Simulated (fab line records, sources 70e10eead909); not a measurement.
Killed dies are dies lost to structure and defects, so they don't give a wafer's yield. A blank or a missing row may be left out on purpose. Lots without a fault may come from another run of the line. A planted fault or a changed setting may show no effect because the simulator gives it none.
Chamber matching | flow nand_harc | NHARC_A_STAIRCASE_DEP_151 on pecvd-03: 3 sister chambers
The step deposits SiO2, target thk 3800 nm. 3 wafers are shown with their chamber, then 7 later ones without.

WAFERS WITH THEIR CHAMBER
wafer  | chamber | heater_power_w (W)
L087.4 | 0       | 548
L093.1 | 2       | 909
L093.2 | 1       | 717

WAFERS WITHOUT THEIR CHAMBER
wafer  | heater_power_w (W)
L093.4 | 627
L092.1 | 664
L092.5 | 609
L092.6 | 555
L096.3 | 670
L096.4 | 610
L096.6 | 740

WHICH CHAMBER EACH WENT THROUGH
wafer  | from the rows above     | in truth
L093.4 | can't be placed: 0 or 1 | 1
L092.1 | can't be placed: 1 or 0 | 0
L092.5 | can't be placed: 0 or 1 | 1
L092.6 | 0                       | 0
L096.3 | can't be placed: 1 or 0 | 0
L096.4 | can't be placed: 0 or 1 | 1
L096.6 | 1                       | 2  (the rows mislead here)
Placed correctly: 1 of 7. Can't be placed from these rows: 5 (the true chamber is among the candidates in 5). Placed wrongly: 1.
How it was worked out, from the rows above alone: a wafer's distance from a chamber is the root of the sum, over the readings, of the square of ((its reading less the chamber's mean) divided by the reading's scatter). The wafer belongs to the nearest chamber; if the next one is less than 2 further off, it can't be placed. A chamber's mean is the mean of its shown wafers. The scatter: with one shown wafer a chamber, the root of the mean of the squares of how far each hidden wafer lies from its nearest shown one.
